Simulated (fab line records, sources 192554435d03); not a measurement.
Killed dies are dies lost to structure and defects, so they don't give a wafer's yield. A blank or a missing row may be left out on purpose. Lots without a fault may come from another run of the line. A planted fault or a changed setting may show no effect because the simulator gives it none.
Chamber matching | flow n5_finfet | N5_BEOL_M3_STRIP_66 on rie_diel-01: 4 sister chambers
The step strips in CF4. 20 wafers are shown with their chamber, then 10 later ones without.

WAFERS WITH THEIR CHAMBER
wafer  | chamber | showerhead_plenum_p_Torr (Torr) | drypump_motor_current_A (A) | throttle_valve_pct (%)
L076.2 | 0       | 1.81                            | 4.9                         | 13.47
L076.5 | 2       | 1.78                            | 5.0                         | 14.12
L076.6 | 3       | 1.72                            | 5.3                         | 13.62
L077.2 | 2       | 1.78                            | 5.0                         | 14.12
L077.5 | 1       | 1.82                            | 5.8                         | 13.50
L077.6 | 2       | 1.78                            | 5.0                         | 14.12
L081.2 | 1       | 1.82                            | 5.8                         | 13.50
L081.4 | 0       | 1.81                            | 4.9                         | 13.48
L081.6 | 3       | 1.71                            | 5.3                         | 13.64
L082.1 | 3       | 1.71                            | 5.3                         | 13.64
L082.2 | 2       | 1.78                            | 5.0                         | 14.14
L082.4 | 0       | 1.81                            | 4.9                         | 13.49
L086.1 | 0       | 1.81                            | 4.9                         | 13.49
L086.2 | 2       | 1.78                            | 5.0                         | 14.17
L086.4 | 1       | 1.82                            | 5.8                         | 13.51
L087.2 | 0       | 1.81                            | 4.9                         | 13.51
L087.3 | 1       | 1.82                            | 5.8                         | 13.53
L087.6 | 1       | 1.82                            | 5.8                         | 13.53
L088.1 | 1       | 1.82                            | 5.8                         | 13.54
L088.2 | 3       | 1.71                            | 5.4                         | 13.65

SIGNATURES (means of the wafers above)
reading                  | chamber 0 | chamber 1 | chamber 2 | chamber 3 | scatter within a chamber
showerhead_plenum_p_Torr | 1.8100    | 1.8200    | 1.7800    | 1.7125    | 0.00217
drypump_motor_current_A  | 4.900     | 5.800     | 5.000     | 5.325     | 0.0217
throttle_valve_pct       | 13.4880   | 13.5183   | 14.1340   | 13.6375   | 0.0172
Rule: a wafer's distance from a chamber is the root of the sum, over the readings, of the square of ((its reading less the chamber's mean) divided by the reading's scatter). The wafer belongs to the nearest chamber; if the next one is less than 2 further off, it can't be placed. The scatter: the root of (the sum of the squares of (reading less its chamber's mean) over the shown wafers, divided by (wafers less chambers)).

WAFERS WITHOUT THEIR CHAMBER
wafer  | showerhead_plenum_p_Torr (Torr) | drypump_motor_current_A (A) | throttle_valve_pct (%)
L088.4 | 1.71                            | 5.4                         | 13.65
L092.2 | 1.81                            | 5.8                         | 13.55
L092.4 | 1.80                            | 4.9                         | 13.53
L092.6 | 1.71                            | 5.3                         | 13.67
L094.2 | 1.80                            | 4.9                         | 13.54
L094.3 | 1.81                            | 5.8                         | 13.56
L094.5 | 1.71                            | 5.4                         | 13.69
L095.1 | 1.80                            | 4.9                         | 13.56
L095.2 | 1.78                            | 5.0                         | 13.62
L095.4 | 1.71                            | 5.4                         | 13.67

WHICH CHAMBER EACH WENT THROUGH
wafer  | from the rows above | in truth
L088.4 | 3                   | 3
L092.2 | 1                   | 1
L092.4 | 0                   | 0
L092.6 | 3                   | 3
L094.2 | 0                   | 0
L094.3 | 1                   | 1
L094.5 | 3                   | 3
L095.1 | 0                   | 0
L095.2 | 0                   | 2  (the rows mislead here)
L095.4 | 3                   | 3
Placed correctly: 9 of 10. Can't be placed from these rows: 0. Placed wrongly: 1.
